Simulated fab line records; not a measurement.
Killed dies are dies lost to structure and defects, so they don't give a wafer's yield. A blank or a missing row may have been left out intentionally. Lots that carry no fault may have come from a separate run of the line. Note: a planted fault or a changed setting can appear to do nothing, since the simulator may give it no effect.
Chamber matching ; flow n5_finfet ; 3 sister chambers for N5_BEOL_M7_CURE_75 on uv_cure-03
The step cures SiCOH lowk, time 120 s. 33 wafers are shown with their chamber, then 12 later ones without.

== WAFERS, EACH WITH ITS CHAMBER ==
wafer;chamber;wafer_temp_C_max;lamp_power_pct (%)
L074.1;0;371.1;52.28
L074.3;0;371.3;52.36
L074.6;0;370.9;52.31
L074.2;0;371.9;52.33
L074.4;0;371.2;52.29
L074.5;0;371.4;52.29
L075.1;2;372.1;52.27
L075.4;2;372.2;52.20
L075.6;2;373.0;52.40
L075.2;2;372.6;52.30
L075.3;2;372.7;52.40
L075.5;2;372.3;52.38
L080.1;0;371.6;52.29
L080.2;0;370.4;52.39
L080.6;0;371.2;52.25
L080.3;0;371.6;52.32
L080.4;0;371.3;52.32
L080.5;0;371.5;52.31
L082.1;1;371.5;52.32
L082.5;1;370.9;52.28
L082.6;1;371.1;52.13
L083.1;0;371.1;52.36
L083.5;0;371.3;52.26
L083.6;0;371.0;52.44
L083.2;0;371.1;52.31
L083.3;0;371.3;52.30
L083.4;0;371.1;52.22
L085.1;2;372.6;52.33
L085.3;2;372.5;52.24
L085.4;2;373.0;52.34
L086.1;0;372.1;52.20
L086.3;0;371.4;52.36
L086.5;0;371.9;52.28

SIGNATURES, as means of the wafers listed above
reading;chamber 0;chamber 1;chamber 2;scatter within a chamber
wafer_temp_C_max;371.319;371.167;372.556;0.358
lamp_power_pct;52.3081;52.2433;52.3178;0.0636
Rule: for each reading, subtract the chamber's mean from the wafer's reading, divide by that reading's scatter and square the result; add these up over the readings and take the root, which gives the wafer's distance from the chamber. If the next closest chamber is less than 2 further off than the closest, the wafer can't be placed; otherwise it belongs to the closest. How the scatter is found: for the shown wafers, subtract from each reading the mean of its chamber, square and add these, divide the total by (wafers less chambers), then take the root.

== WAFERS WITHOUT THEIR CHAMBER ==
wafer;wafer_temp_C_max;lamp_power_pct (%)
L091.1;370.9;52.29
L091.3;370.8;52.26
L091.6;371.2;52.31
L092.1;373.6;52.28
L092.4;373.0;52.39
L092.6;371.7;52.35
L094.1;370.8;52.39
L094.2;371.1;52.35
L094.5;371.2;52.36
L096.1;372.2;52.36
L096.2;372.5;52.31
L096.6;372.1;52.28

== THE CHAMBER EACH PASSED THROUGH ==
wafer;from the rows above;in truth
L091.1;can't be placed: 1 or 0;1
L091.3;can't be placed: 1 or 0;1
L091.6;can't be placed: 0 or 1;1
L092.1;2;2
L092.4;2;2
L092.6;can't be placed: 0 or 1 or 2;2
L094.1;can't be placed: 0 or 1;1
L094.2;can't be placed: 0 or 1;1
L094.5;can't be placed: 0 or 1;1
L096.1;can't be placed: 2 or 0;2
L096.2;2;2
L096.6;can't be placed: 2 or 0 or 1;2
Correct placement for 3 of the 12. From these rows, 9 cannot be placed; in 9 the true chamber is one of the candidates. Number placed wrongly: 0.
